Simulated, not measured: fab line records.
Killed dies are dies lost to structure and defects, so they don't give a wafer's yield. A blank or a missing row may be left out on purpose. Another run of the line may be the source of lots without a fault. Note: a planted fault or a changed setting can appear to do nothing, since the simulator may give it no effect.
Which tool was responsible? | flow n5-finfet | 72 wafers from 24 lots sampled at 6 of the route's 1938 steps

## WHAT EACH GAUGE READ, for each wafer
N5_BEOL_M15_THK_MEAS_01. Usual: M15_ILD_THK typically reads 1627 nm, with standard deviation 32.
lot  | measured     | on            | M15_ILD_THK (nm) | flag
L075 | day 12 02:31 | film-metro-01 | 1665 1687 1659   |
L074 | day 12 11:00 | film-metro-01 | 1611 1670 1640   |
L078 | day 12 19:09 | film-metro-01 | 1619 1617 1621   |
L076 | day 13 01:25 | film-metro-02 | 1636 1619 1667   |
L079 | day 13 08:42 | film-metro-02 | 1615 1646 1673   |
L077 | day 13 12:27 | film-metro-02 | 1658 1646 1670   |
L081 | day 13 11:52 | film-metro-01 | 1609 1652 1627   |
L080 | day 13 14:22 | film-metro-02 | 1553 1590 1629   |
L082 | day 14 00:52 | film-metro-01 | 1575 1617 1608   |
L083 | day 14 03:58 | film-metro-02 | 1630 1631 1660   |
L085 | day 14 04:11 | film-metro-01 | 1674 1660 1650   |
L084 | day 14 09:26 | film-metro-01 | 1606 1590 1621   |
L087 | day 15 01:10 | film-metro-01 | 1566 1619 1593   |
L086 | day 15 10:54 | film-metro-01 | 1621 1644 1622   |
L088 | day 15 15:42 | film-metro-01 | 1634 1639 1659   |
L090 | day 15 17:52 | film-metro-01 | 1640 1636 1666   |
L093 | day 16 09:47 | film-metro-02 | 1587 1632 1662   |
L092 | day 16 12:13 | film-metro-02 | 1605 1633 1667   |
L094 | day 16 12:29 | film-metro-01 | 1628 1636 1637   |
L091 | day 16 12:40 | film-metro-01 | 1646 1677 1656   |
L089 | day 16 12:57 | film-metro-02 | 1607 1630 1627   |
L095 | day 17 08:55 | film-metro-02 | 1612 1630 1636   |
L096 | day 17 10:43 | film-metro-02 | 1591 1556 1592   |
L097 | day 17 13:10 | film-metro-01 | 1571 1618 1583   |

## WHICH TOOL RAN EACH LOT (tool, then ch and the chambers of the sampled wafers, then the start)
lot  | N5_BEOL_M13_STRIP_37                 | N5_BEOL_M13_SPUTTER_44       | N5_BEOL_M14_TRENCH_ETCH_34         | N5_BEOL_M14_SPUTTER_44       | N5_BEOL_M15_ILD_DEP_00
L075 | plasma-asher-02 ch 0,1, day 11 16:07 | pvd-sputter-01, day 11 18:51 | rie-diel-05 ch 0,3, day 11 22:19   | pvd-sputter-03, day 12 01:06 | pecvd-04 ch 0,1, day 12 02:16
L074 | plasma-asher-02 ch 0,1, day 11 23:55 | pvd-sputter-02, day 12 03:56 | rie-diel-02 ch 1,2,3, day 12 07:21 | pvd-sputter-01, day 12 09:35 | pecvd-04 ch 1,2, day 12 10:45
L078 | plasma-asher-02 ch 0,1, day 12 10:07 | pvd-sputter-01, day 12 13:02 | rie-diel-02 ch 0,2, day 12 16:10   | pvd-sputter-02, day 12 17:43 | pecvd-01 ch 0,1, day 12 18:54
L076 | plasma-asher-02 ch 0,1, day 12 13:28 | pvd-sputter-02, day 12 18:17 | rie-diel-05 ch 0,2, day 12 21:25   | pvd-sputter-01, day 12 23:21 | pecvd-01 ch 1,2, day 13 01:10
L079 | plasma-asher-02 ch 0,1, day 12 16:57 | pvd-sputter-01, day 12 20:04 | rie-diel-06 ch 0,2,3, day 12 23:36 | pvd-sputter-01, day 13 07:14 | pecvd-04 ch 1,2, day 13 08:27
L077 | plasma-asher-02 ch 0,1, day 12 17:25 | pvd-sputter-03, day 12 23:03 | rie-diel-05 ch 0,2,3, day 13 02:29 | pvd-sputter-02, day 13 11:01 | pecvd-04 ch 0,1,2, day 13 12:12
L081 | plasma-asher-01 ch 0,1, day 12 20:01 | pvd-sputter-02, day 12 23:22 | rie-diel-02 ch 0,2,3, day 13 02:44 | pvd-sputter-03, day 13 10:13 | pecvd-02 ch 1,2, day 13 11:37
L080 | plasma-asher-01 ch 0,1, day 13 01:50 | pvd-sputter-03, day 13 03:47 | rie-diel-02 ch 0,1,2, day 13 07:09 | pvd-sputter-01, day 13 12:56 | pecvd-02 ch 0,1, day 13 14:07
L082 | plasma-asher-01 ch 0,1, day 13 15:38 | pvd-sputter-01, day 13 18:29 | rie-diel-02 ch 0,1,2, day 13 21:53 | pvd-sputter-03, day 13 23:23 | pecvd-02 ch 0,1,2, day 14 00:37
L083 | plasma-asher-02 ch 0,1, day 13 18:29 | pvd-sputter-01, day 13 21:11 | rie-diel-05 ch 0,2,3, day 14 00:25 | pvd-sputter-02, day 14 02:31 | pecvd-04 ch 0,1,2, day 14 03:49
L085 | plasma-asher-02 ch 0,1, day 13 19:14 | pvd-sputter-02, day 13 21:13 | rie-diel-02 ch 0,1,2, day 14 00:33 | pvd-sputter-03, day 14 02:43 | pecvd-01 ch 0,1,2, day 14 04:02
L084 | plasma-asher-02 ch 0,1, day 13 21:29 | pvd-sputter-02, day 13 23:52 | rie-diel-02 ch 0,1,2, day 14 03:22 | pvd-sputter-02, day 14 07:49 | pecvd-02 ch 1,2, day 14 09:11
L087 | plasma-asher-02 ch 0,1, day 14 12:44 | pvd-sputter-03, day 14 15:34 | rie-diel-02 ch 0,1,2, day 14 19:07 | pvd-sputter-01, day 14 23:44 | pecvd-02 ch 0,1, day 15 00:55
L086 | plasma-asher-01 ch 0,1, day 14 20:16 | pvd-sputter-03, day 14 23:17 | rie-diel-06 ch 0,2,3, day 15 05:32 | pvd-sputter-02, day 15 09:28 | pecvd-04 ch 0,1, day 15 10:39
L088 | plasma-asher-01 ch 0,1, day 15 05:58 | pvd-sputter-01, day 15 09:31 | rie-diel-05 ch 1,3, day 15 12:33   | pvd-sputter-02, day 15 14:01 | pecvd-01 ch 0,1, day 15 15:27
L090 | plasma-asher-01 ch 0,1, day 15 07:10 | pvd-sputter-03, day 15 10:01 | rie-diel-06 ch 0,1,3, day 15 13:56 | pvd-sputter-02, day 15 15:04 | pecvd-04 ch 0,1, day 15 17:37
L093 | plasma-asher-01 ch 0,1, day 15 18:46 | pvd-sputter-02, day 16 03:25 | rie-diel-06 ch 0,2, day 16 07:37   | pvd-sputter-01, day 16 08:21 | pecvd-04 ch 0,1,2, day 16 09:32
L092 | plasma-asher-01 ch 0,1, day 15 21:21 | pvd-sputter-02, day 16 03:44 | rie-diel-02 ch 0,1, day 16 08:27   | pvd-sputter-01, day 16 10:47 | pecvd-04 ch 1,2, day 16 11:57
L094 | plasma-asher-02 ch 1, day 16 01:40   | pvd-sputter-01, day 16 04:01 | rie-diel-05 ch 0,2,3, day 16 08:37 | pvd-sputter-02, day 16 11:02 | pecvd-01 ch 0,1,2, day 16 12:14
L091 | plasma-asher-02 ch 0,1, day 16 02:19 | pvd-sputter-02, day 16 04:03 | rie-diel-02 ch 0,1,3, day 16 09:11 | pvd-sputter-01, day 16 11:06 | pecvd-04 ch 0,1,2, day 16 12:25
L089 | plasma-asher-01 ch 0,1, day 16 02:52 | pvd-sputter-02, day 16 04:22 | rie-diel-05 ch 0,2, day 16 09:28   | pvd-sputter-03, day 16 11:17 | pecvd-02 ch 1,2, day 16 12:41
L095 | plasma-asher-02 ch 0, day 16 23:01   | pvd-sputter-01, day 17 01:46 | rie-diel-05 ch 1,2,3, day 17 05:25 | pvd-sputter-03, day 17 07:23 | pecvd-04 ch 2, day 17 08:34
L096 | plasma-asher-01 ch 0,1, day 16 23:33 | pvd-sputter-02, day 17 04:22 | rie-diel-05 ch 0,1,2, day 17 07:38 | pvd-sputter-03, day 17 08:44 | pecvd-02 ch 0,2, day 17 10:21
L097 | plasma-asher-01 ch 0,1, day 17 06:15 | pvd-sputter-01, day 17 07:37 | rie-diel-06 ch 1,2,3, day 17 10:46 | pvd-sputter-03, day 17 11:38 | pecvd-02 ch 0,2, day 17 12:48
- N5_BEOL_M13_STRIP_37: strips in N2/H2.
- N5_BEOL_M13_SPUTTER_44: material Ta, target thk 10 nm, time 16.13 s.
- N5_BEOL_M14_TRENCH_ETCH_34: etches SiO2 in C4F8/O2/Ar, target depth 556.65 nm, time 126.9 s.
- N5_BEOL_M14_SPUTTER_44: material Ta, target thk 15 nm, time 24.19 s.
- N5_BEOL_M15_ILD_DEP_00: deposits SiO2 from TEOS/O2, target thk 1629.3 nm, time 346.1 s.

## WHAT THE TOOLS THEMSELVES READ (means of the sampled wafers that have a number; where no wafer has one, the mark that the record gives instead)
N5_BEOL_M13_STRIP_37. Usual: drypump-motor-current-A 5.7 A, standard deviation 0.52; heater-power-w 331 W, standard deviation 41; oes-product-au 0.784 a.u., standard deviation 0.0091.
lot  | tool            | drypump-motor-current-A (A) | heater-power-w (W) | oes-product-au (a.u.) | flag
L075 | plasma-asher-02 | 5.7                         | 358                | 0.786                 |
L074 | plasma-asher-02 | 5.3                         | 322                | 0.786                 |
L078 | plasma-asher-02 | 5.3                         | 326                | 0.778                 |
L076 | plasma-asher-02 | 5.6                         | 354                | 0.790                 |
L079 | plasma-asher-02 | 5.3                         | 324                | 0.783                 |
L077 | plasma-asher-02 | 5.7                         | 354                | 0.789                 |
L081 | plasma-asher-01 | 6.1                         | 314                | 0.783                 |
L080 | plasma-asher-01 | 6.1                         | 311                | 0.790                 |
L082 | plasma-asher-01 | 6.1                         | 312                | 0.780                 |
L083 | plasma-asher-02 | 5.7                         | 364                | 0.784                 |
L085 | plasma-asher-02 | 5.3                         | 326                | 0.783                 |
L084 | plasma-asher-02 | 5.3                         | 322                | 0.794                 |
L087 | plasma-asher-02 | 5.3                         | 326                | 0.781                 |
L086 | plasma-asher-01 | 5.9                         | 322                | 0.789                 |
L088 | plasma-asher-01 | 6.0                         | 325                | 0.770                 |
L090 | plasma-asher-01 | 6.1                         | 313                | 0.787                 |
L093 | plasma-asher-01 | 6.1                         | 315                | 0.787                 |
L092 | plasma-asher-01 | 6.1                         | 312                | 0.783                 |
L094 | plasma-asher-02 | 6.1                         | 391                | 0.777                 |
L091 | plasma-asher-02 | 5.3                         | 320                | 0.781                 |
L089 | plasma-asher-01 | 6.0                         | 323                | 0.788                 |
L095 | plasma-asher-02 | 4.9                         | 288                | 0.785                 |
L096 | plasma-asher-01 | 6.2                         | 314                | 0.781                 |
L097 | plasma-asher-01 | 6.1                         | 312                | 0.789                 |

N5_BEOL_M13_SPUTTER_44. Usual: bias-v 79.9 V, standard deviation 0.78; throttle-valve-pct 29.9 %, standard deviation 0.88.
lot  | tool           | bias-v (V) | throttle-valve-pct (%) | flag
L075 | pvd-sputter-01 | 79.5       | 29.4                   |
L074 | pvd-sputter-02 | 79.5       | 29.8                   |
L078 | pvd-sputter-01 | 80.5       | 29.7                   |
L076 | pvd-sputter-02 | 79.5       | 29.0                   |
L079 | pvd-sputter-01 | 80.3       | 29.7                   |
L077 | pvd-sputter-03 | 79.0       | 30.0                   |
L081 | pvd-sputter-02 | 79.4       | 29.6                   |
L080 | pvd-sputter-03 | 79.7       | 29.9                   |
L082 | pvd-sputter-01 | 80.3       | 30.2                   |
L083 | pvd-sputter-01 | 79.6       | 30.9                   |
L085 | pvd-sputter-02 | 79.3       | 29.3                   |
L084 | pvd-sputter-02 | 80.2       | 29.1                   |
L087 | pvd-sputter-03 | 79.5       | 30.5                   |
L086 | pvd-sputter-03 | 80.0       | 30.2                   |
L088 | pvd-sputter-01 | 79.6       | 30.1                   |
L090 | pvd-sputter-03 | 79.9       | 30.3                   |
L093 | pvd-sputter-02 | 78.9       | 29.9                   |
L092 | pvd-sputter-02 | 79.6       | 30.0                   |
L094 | pvd-sputter-01 | 79.8       | 29.9                   |
L091 | pvd-sputter-02 | 80.4       | 30.0                   |
L089 | pvd-sputter-02 | 80.4       | 29.2                   |
L095 | pvd-sputter-01 | 80.7       | 30.2                   |
L096 | pvd-sputter-02 | 80.7       | 29.1                   |
L097 | pvd-sputter-01 | 80.0       | 30.6                   |

N5_BEOL_M14_TRENCH_ETCH_34. Usual: bias-w 2040 W, standard deviation 6.7; drypump-motor-current-A 5.6 A, standard deviation 0.55; he-outer-torr 30.00 Torr, standard deviation 0.059; oes_ar_750_au 0.79 a.u., standard deviation 0.063; oes-product-au 0.79 a.u., standard deviation 0.071; rf-vpp-V 2218 V, standard deviation 42; showerhead-plenum-p-Torr 3.43 Torr, standard deviation 0.11; throttle-valve-pct 30.75 %, standard deviation 0.22.
lot  | tool        | bias-w (W) | drypump-motor-current-A (A) | he-outer-torr (Torr) | oes_ar_750_au (a.u.) | oes-product-au (a.u.) | rf-vpp-V (V) | showerhead-plenum-p-Torr (Torr) | throttle-valve-pct (%) | flag
L075 | rie-diel-05 | 2039       | 5.7                         | 29.94                | 0.83                 | 0.82                  | 2239         | 3.32                            | 30.86                  |
L074 | rie-diel-02 | 2040       | 5.5                         | 30.03                | 0.72                 | 0.71                  | 2215         | 3.46                            | 30.73                  |
L078 | rie-diel-02 | 2050       | 5.0                         | 29.90                | 0.76                 | 0.75                  | 2220         | 3.51                            | 30.48                  |
L076 | rie-diel-05 | 2045       | 6.2                         | 30.06                | 0.79                 | 0.79                  | 2235         | 3.51                            | 30.83                  |
L079 | rie-diel-06 | 2040       | 5.7                         | 30.04                | 0.83                 | 0.84                  | 2249         | 3.42                            | 30.53                  |
L077 | rie-diel-05 | 2040       | 5.9                         | 29.98                | 0.81                 | 0.80                  | 2236         | 3.42                            | 30.86                  |
L081 | rie-diel-02 | 2042       | 5.6                         | 30.02                | 0.73                 | 0.73                  | 2195         | 3.45                            | 30.67                  |
L080 | rie-diel-02 | 2036       | 5.2                         | 30.00                | 0.75                 | 0.74                  | 2229         | 3.47                            | 30.68                  |
L082 | rie-diel-02 | 2046       | 5.2                         | 29.99                | 0.74                 | 0.74                  | 2228         | 3.47                            | 30.69                  |
L083 | rie-diel-05 | 2040       | 5.9                         | 29.99                | 0.80                 | 0.79                  | 2236         | 3.41                            | 30.86                  |
L085 | rie-diel-02 | 2041       | 5.2                         | 30.01                | 0.74                 | 0.73                  | 2230         | 3.47                            | 30.69                  |
L084 | rie-diel-02 | 2043       | 5.2                         | 29.98                | 0.74                 | 0.73                  | 2228         | 3.46                            | 30.69                  |
L087 | rie-diel-02 | 2039       | 5.2                         | 29.99                | 0.74                 | 0.72                  | 2228         | 3.46                            | 30.69                  |
L086 | rie-diel-06 | 2043       | 5.7                         | 30.05                | 0.81                 | 0.82                  | 2246         | 3.41                            | 30.55                  |
L088 | rie-diel-05 | 2045       | 5.6                         | 29.98                | 0.84                 | 0.84                  | 2214         | 3.34                            | 30.96                  |
L090 | rie-diel-06 | 2042       | 5.4                         | 30.06                | 0.82                 | 0.83                  | 2201         | 3.38                            | 30.60                  |
L093 | rie-diel-06 | 2044       | 5.3                         | 30.01                | 0.78                 | 0.79                  | 2263         | 3.39                            | 30.63                  |
L092 | rie-diel-02 | 2036       | 5.4                         | 30.02                | 0.73                 | 0.72                  | 2215         | 3.41                            | 30.84                  |
L094 | rie-diel-05 | 2038       | 5.9                         | 29.99                | 0.78                 | 0.78                  | 2234         | 3.40                            | 30.88                  |
L091 | rie-diel-02 | 2041       | 5.8                         | 29.98                | 0.79                 | 0.80                  | 2224         | 3.39                            | 30.81                  |
L089 | rie-diel-05 | 2043       | 5.8                         | 29.99                | 0.76                 | 0.74                  | 2222         | 3.39                            | 30.75                  |
L095 | rie-diel-05 | 2028       | 5.9                         | 30.08                | 0.81                 | 0.81                  | 2211         | 3.43                            | 30.96                  |
L096 | rie-diel-05 | 2044       | 5.8                         | 30.01                | 0.79                 | 0.78                  | 2199         | 3.42                            | 30.82                  |
L097 | rie-diel-06 | 2035       | 5.9                         | 30.01                | 0.81                 | 0.81                  | 2205         | 3.47                            | 30.63                  |

N5_BEOL_M14_SPUTTER_44. Usual: bias-v 79.9 V, standard deviation 0.78; throttle-valve-pct 30.0 %, standard deviation 0.79.
lot  | tool           | bias-v (V) | throttle-valve-pct (%) | flag
L075 | pvd-sputter-03 | 80.0       | 30.2                   |
L074 | pvd-sputter-01 | 79.3       | 30.7                   |
L078 | pvd-sputter-02 | 79.5       | 29.6                   |
L076 | pvd-sputter-01 | 79.9       | 29.9                   |
L079 | pvd-sputter-01 | 79.6       | 29.8                   |
L077 | pvd-sputter-02 | 81.0       | 28.8                   |
L081 | pvd-sputter-03 | 80.7       | 30.2                   |
L080 | pvd-sputter-01 | 79.6       | 30.6                   |
L082 | pvd-sputter-03 | 80.0       | 30.2                   |
L083 | pvd-sputter-02 | 80.9       | 30.2                   |
L085 | pvd-sputter-03 | 79.7       | 30.0                   |
L084 | pvd-sputter-02 | 79.3       | 29.1                   |
L087 | pvd-sputter-01 | 80.4       | 30.5                   |
L086 | pvd-sputter-02 | 80.0       | 30.0                   |
L088 | pvd-sputter-02 | 80.7       | 29.5                   |
L090 | pvd-sputter-02 | 79.8       | 30.3                   |
L093 | pvd-sputter-01 | 79.6       | 30.0                   |
L092 | pvd-sputter-01 | 80.3       | 29.6                   |
L094 | pvd-sputter-02 | 79.7       | 28.7                   |
L091 | pvd-sputter-01 | 79.8       | 30.8                   |
L089 | pvd-sputter-03 | 80.7       | 30.7                   |
L095 | pvd-sputter-03 | 78.8       | 30.3                   |
L096 | pvd-sputter-03 | 80.5       | 29.9                   |
L097 | pvd-sputter-03 | 79.9       | 30.2                   |

N5_BEOL_M15_ILD_DEP_00. Usual: heater-power-w 486 W, standard deviation 78; showerhead-plenum-p-Torr 8.333 Torr, standard deviation 0.028; throttle-valve-pct 18.7 %, standard deviation 1.5.
lot  | tool     | heater-power-w (W) | showerhead-plenum-p-Torr (Torr) | throttle-valve-pct (%) | flag
L075 | pecvd-04 | 537                | 8.347                           | 20.2                   |
L074 | pecvd-04 | 512                | 8.342                           | 20.0                   |
L078 | pecvd-01 | 428                | 8.317                           | 17.9                   |
L076 | pecvd-01 | 416                | 8.346                           | 17.2                   |
L079 | pecvd-04 | 544                | 8.322                           | 18.7                   |
L077 | pecvd-04 | 524                | 8.327                           | 19.4                   |
L081 | pecvd-02 | 487                | 8.328                           | 18.8                   |
L080 | pecvd-02 | 537                | 8.327                           | 18.4                   |
L082 | pecvd-02 | 498                | 8.321                           | 18.4                   |
L083 | pecvd-04 | 487                | 8.351                           | 19.4                   |
L085 | pecvd-01 | 401                | 8.350                           | 17.6                   |
L084 | pecvd-02 | 456                | 8.301                           | 19.0                   |
L087 | pecvd-02 | 502                | 8.329                           | 17.7                   |
L086 | pecvd-04 | 551                | 8.338                           | 20.1                   |
L088 | pecvd-01 | 436                | 8.316                           | 17.8                   |
L090 | pecvd-04 | 483                | 8.342                           | 20.1                   |
L093 | pecvd-04 | 561                | 8.334                           | 19.5                   |
L092 | pecvd-04 | 511                | 8.337                           | 20.0                   |
L094 | pecvd-01 | 420                | 8.355                           | 17.5                   |
L091 | pecvd-04 | 470                | 8.344                           | 19.6                   |
L089 | pecvd-02 | 427                | 8.318                           | 18.9                   |
L095 | pecvd-04 | 452                | 8.323                           | 17.4                   |
L096 | pecvd-02 | 498                | 8.320                           | 17.8                   |
L097 | pecvd-02 | 482                | 8.305                           | 18.0                   |

## THE ANSWER, worked out from the rows above alone
Rule: a lot is off if the mean of its wafers that have a number lies more than 3 standard deviations from the usual mean. Also off: a lot with no number at a reading for which 4 or more lots have one. All remaining lots with rows at the step are treated as sound. First the gauges in route order, then the tools' own readings, where a lot's mean is used as printed above. At the first step where some lot is off, the reading lying furthest off is the one used; lots without a number count as furthest.
No lot is off on any of the readings shown, so nothing can be concluded from this.

## WHAT THE SIMULATOR HAD INSERTED
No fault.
